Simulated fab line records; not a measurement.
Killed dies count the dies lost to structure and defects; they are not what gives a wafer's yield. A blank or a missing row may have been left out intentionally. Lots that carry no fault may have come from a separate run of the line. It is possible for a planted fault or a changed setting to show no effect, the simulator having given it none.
What tool caused it? + flow nand_harc + Sampling: 11 lots, 33 wafers, 5 of 1302 route steps

== WHAT EACH GAUGE READ, for each wafer ==
NHARC_A_DECK1_JOINT_THK_MEAS_14: measures by ellipsometry.
| lot  | measured     | on            | thk_nm (nm)    |
|------|--------------|---------------|----------------|
| L282 | day 11 13:43 | film_metro-02 | 51.6 52.4 52.7 |
| L284 | day 12 06:02 | film_metro-01 | 52.4 51.5 49.8 |
| L286 | day 12 20:50 | film_metro-02 | 50.2 50.7 51.0 |
| L288 | day 13 16:57 | film_metro-02 | 51.5 53.2 51.4 |
| L291 | day 14 21:05 | film_metro-01 | 50.7 51.2 49.9 |
| L299 | day 17 23:35 | film_metro-02 | 50.7 50.2 49.0 |
| L301 | day 19 11:50 | film_metro-02 | 52.4 54.1 51.3 |
| L300 | day 19 11:49 | film_metro-01 | 54.0 50.5 53.2 |
| L302 | day 19 23:39 | film_metro-02 | 48.8 49.7 49.3 |
| L304 | day 20 17:22 | film_metro-01 | 52.8 51.0 48.9 |
| L305 | day 21 03:23 | film_metro-02 | 49.9 52.8 49.7 |

NHARC_A_DECK1_JOINT_THK_MEAS_17: measures by ellipsometry.
| lot  | measured     | on            | thk_nm (nm)    |
|------|--------------|---------------|----------------|
| L282 | day 12 18:03 | film_metro-02 | 44.4 44.3 46.8 |
| L284 | day 13 04:29 | film_metro-02 | 45.6 44.2 44.8 |
| L286 | day 13 19:35 | film_metro-01 | 42.7 42.1 45.4 |
| L288 | day 14 16:40 | film_metro-01 | 43.8 45.5 45.8 |
| L291 | day 15 18:44 | film_metro-01 | 45.6 67.0 43.6 |
| L299 | day 19 02:11 | film_metro-01 | 44.7 47.4 46.0 |
| L301 | day 20 08:55 | film_metro-02 | 43.8 44.0 44.7 |
| L300 | day 20 08:54 | film_metro-01 | 44.8 43.2 45.7 |
| L302 | day 21 00:02 | film_metro-01 | 44.9 44.3 46.1 |
| L304 | day 21 19:29 | film_metro-01 | 44.9 43.0 46.6 |
| L305 | day 22 12:56 | film_metro-02 | 43.0 44.6 42.8 |

== WHAT TOOL EACH LOT RAN ON (gives the tool, then ch and the chambers of the sampled wafers, and finally the start) ==
| lot  | NHARC_A_CHANNEL_HOLE_D1_ETCH_44    | NHARC_A_CHANNEL_FILL_D1_ALD_15                 | NHARC_A_DECK1_JOINT_DEP_16      |
|------|------------------------------------|------------------------------------------------|---------------------------------|
| L282 | rie_diel-09 ch 0,1,2, day 8 23:55  | ald_sin_batch-02 ch 0, day 11 13:43 or earlier | pecvd-01 ch 0,1, day 12 17:48   |
| L284 | rie_diel-09 ch 0,1,3, day 9 17:36  | ald_sin_batch-02 ch 0, day 12 06:02 or earlier | pecvd-03 ch 0,2, day 13 04:13   |
| L286 | rie_diel-09 ch 1,2,3, day 10 08:54 | ald_sin_batch-01 ch 0, day 12 20:50 or earlier | pecvd-01 ch 0,1,2, day 13 19:19 |
| L288 | rie_diel-09 ch 0,1, day 11 04:24   | ald_sin_batch-02 ch 0, day 13 16:57 or earlier | pecvd-03 ch 0,1,2, day 14 16:26 |
| L291 | rie_diel-09 ch 1,2, day 12 07:56   | ald_sin_batch-01 ch 0, day 14 21:05 or earlier | pecvd-03 ch 0,1, day 15 18:29   |
| L299 | rie_diel-09 ch 1,3, day 15 11:32   | ald_sin_batch-02 ch 0, day 17 23:35 or earlier | pecvd-04 ch 1,2, day 19 01:54   |
| L301 | rie_diel-09 ch 0,1, day 16 18:23   | ald_sin_batch-01 ch 0, day 19 11:50 or earlier | pecvd-01 ch 0,1,2, day 20 08:43 |
| L300 | rie_diel-06 ch 0,3, day 16 19:19   | ald_sin_batch-01 ch 0, day 19 11:49 or earlier | pecvd-03 ch 0,1,2, day 20 08:43 |
| L302 | rie_diel-09 ch 1,2,3, day 17 08:44 | ald_sin_batch-01 ch 0, day 19 23:39 or earlier | pecvd-03 ch 0,1, day 20 23:45   |
| L304 | rie_diel-09 ch 0,1,3, day 18 02:14 | ald_sin_batch-01 ch 0, day 20 17:22 or earlier | pecvd-03 ch 1,2, day 21 19:11   |
| L305 | rie_diel-09 ch 0,1,3, day 18 11:37 | ald_sin_batch-03 ch 0, day 21 03:23 or earlier | pecvd-04 ch 0,1,2, day 22 12:40 |
- NHARC_A_CHANNEL_HOLE_D1_ETCH_44: etches the open film in CF4/O2, target depth 140 nm, overetch 14 nm, time 77 s.
- NHARC_A_CHANNEL_FILL_D1_ALD_15: deposits SiNx, target thk 2 nm, pulse time 60 s, ald cycles 19.
- NHARC_A_DECK1_JOINT_DEP_16: deposits SiO2, target thk 45 nm.

== AS READ BY THE TOOLS THEMSELVES (means over the sampled wafers that have a number; for cases with no such wafer, the mark the record gives instead) ==
NHARC_A_CHANNEL_HOLE_D1_ETCH_44.
| lot  | tool        | drypump_motor_current_A (A) | mfc_ar_sccm (sccm) | oes_product_au (a.u.) | rf_vpp_V (V) | showerhead_plenum_p_Torr (Torr) | throttle_valve_pct (%) |
|------|-------------|-----------------------------|--------------------|-----------------------|--------------|---------------------------------|------------------------|
| L282 | rie_diel-09 | 6.0                         | 0.008              | 1.006                 | 196.6        | 1.32                            | 13.396                 |
| L284 | rie_diel-09 | 5.8                         | 0.008              | 0.997                 | 197.8        | 1.32                            | 13.398                 |
| L286 | rie_diel-09 | 6.1                         | 0.008              | 1.002                 | 196.8        | 1.30                            | 13.404                 |
| L288 | rie_diel-09 | 6.0                         | 0.017              | 0.993                 | 198.1        | 1.35                            | 13.398                 |
| L291 | rie_diel-09 | 6.2                         | 0.017              | 1.006                 | 196.8        | 1.33                            | 13.405                 |
| L299 | rie_diel-09 | 5.9                         | 0.008              | 1.003                 | 197.3        | 1.30                            | 13.389                 |
| L301 | rie_diel-09 | 6.0                         | 0.017              | 1.002                 | 198.1        | 1.35                            | 13.393                 |
| L300 | rie_diel-06 | 5.8                         | 0.017              | 1.009                 | 197.5        | 1.31                            | 13.399                 |
| L302 | rie_diel-09 | 6.0                         | 0.008              | 1.006                 | 197.4        | 1.30                            | 13.405                 |
| L304 | rie_diel-09 | 5.8                         | 0.008              | 0.996                 | 197.4        | 1.32                            | 13.400                 |
| L305 | rie_diel-09 | 5.8                         | 0.008              | 1.002                 | 196.8        | 1.32                            | 13.400                 |

NHARC_A_CHANNEL_FILL_D1_ALD_15.
| lot  | tool             | precursor_pulse_height_rel | susceptor_temp_C (C) |
|------|------------------|----------------------------|----------------------|
| L282 | ald_sin_batch-02 | 1.000                      | -                    |
| L284 | ald_sin_batch-02 | 1.001                      | 630.2                |
| L286 | ald_sin_batch-01 | 1.017                      | 629.5                |
| L288 | ald_sin_batch-02 | 1.005                      | 630.4                |
| L291 | ald_sin_batch-01 | 1.006                      | 630.1                |
| L299 | ald_sin_batch-02 | 0.972                      | 630.3                |
| L301 | ald_sin_batch-01 | 1.021                      | 630.8                |
| L300 | ald_sin_batch-01 | 0.980                      | 629.4                |
| L302 | ald_sin_batch-01 | 0.998                      | 630.0                |
| L304 | ald_sin_batch-01 | 1.004                      | 629.7                |
| L305 | ald_sin_batch-03 | 0.994                      | 630.0                |

NHARC_A_DECK1_JOINT_DEP_16.
| lot  | tool     | heater_power_w (W) | mfc_precursor_sccm (sccm) | susceptor_temp_C (C) | throttle_valve_pct (%) |
|------|----------|--------------------|---------------------------|----------------------|------------------------|
| L282 | pecvd-01 | 537                | 161.6                     | 399.94               | 15.9                   |
| L284 | pecvd-03 | 573                | 161.3                     | 399.90               | 15.7                   |
| L286 | pecvd-01 | 604                | 160.9                     | 400.11               | 16.0                   |
| L288 | pecvd-03 | 580                | 161.7                     | 400.03               | 15.7                   |
| L291 | pecvd-03 | 601                | 187.5                     | 400.14               | 15.8                   |
| L299 | pecvd-04 | 507                | 161.4                     | 399.77               | 16.1                   |
| L301 | pecvd-01 | 623                | 161.2                     | 400.00               | 15.9                   |
| L300 | pecvd-03 | 593                | 161.6                     | 399.79               | 15.5                   |
| L302 | pecvd-03 | 553                | 161.5                     | 400.15               | 15.6                   |
| L304 | pecvd-03 | 601                | 161.3                     | 399.98               | 15.9                   |
| L305 | pecvd-04 | 518                | 161.2                     | 399.93               | 15.7                   |

== THE ANSWER, worked out from the rows above alone ==
Rule: what is usual is taken from the lots themselves. The widest of any qualifying gaps counts: lots, ordered by their means at a reading, are off when they make up no more than a third of the lots, leave a main group of 4 or more, and stand apart from it by 3 or more times the standard deviation of that group's means. Not used: any main group whose means are identical at the precision the tables above print for the reading. Also off: a lot with no number at a reading for which 4 or more lots have one. The other lots that the step has rows for count as sound. After the gauges, taken in route order, come the tools' own readings; for these a lot's mean is taken, as printed above. The first step at which some lot is off is used, and at that step the reading that is off furthest; a lot without a number counts as furthest.
Off, at NHARC_A_DECK1_JOINT_THK_MEAS_17 on thk_nm: L291. The main group has a mean of 44.7 nm with a standard deviation of 0.76.
A tool fits if, at a process step before that reading, it ran every lot that is off, and no sound lot after the first of them. Not tried: the gauges at NHARC_A_DECK1_JOINT_THK_MEAS_17; whatever is off there is also off at NHARC_A_DECK1_JOINT_DEP_16, on other tools, and gauge error can't account for it. NHARC_A_CHANNEL_FILL_D1_ALD_15: start missing for some lots; hours and lot order therefore follow NHARC_A_DECK1_JOINT_THK_MEAS_14. Not one of the candidates tried fits.

== WHAT HAD BEEN PUT IN BY THE SIMULATOR ==
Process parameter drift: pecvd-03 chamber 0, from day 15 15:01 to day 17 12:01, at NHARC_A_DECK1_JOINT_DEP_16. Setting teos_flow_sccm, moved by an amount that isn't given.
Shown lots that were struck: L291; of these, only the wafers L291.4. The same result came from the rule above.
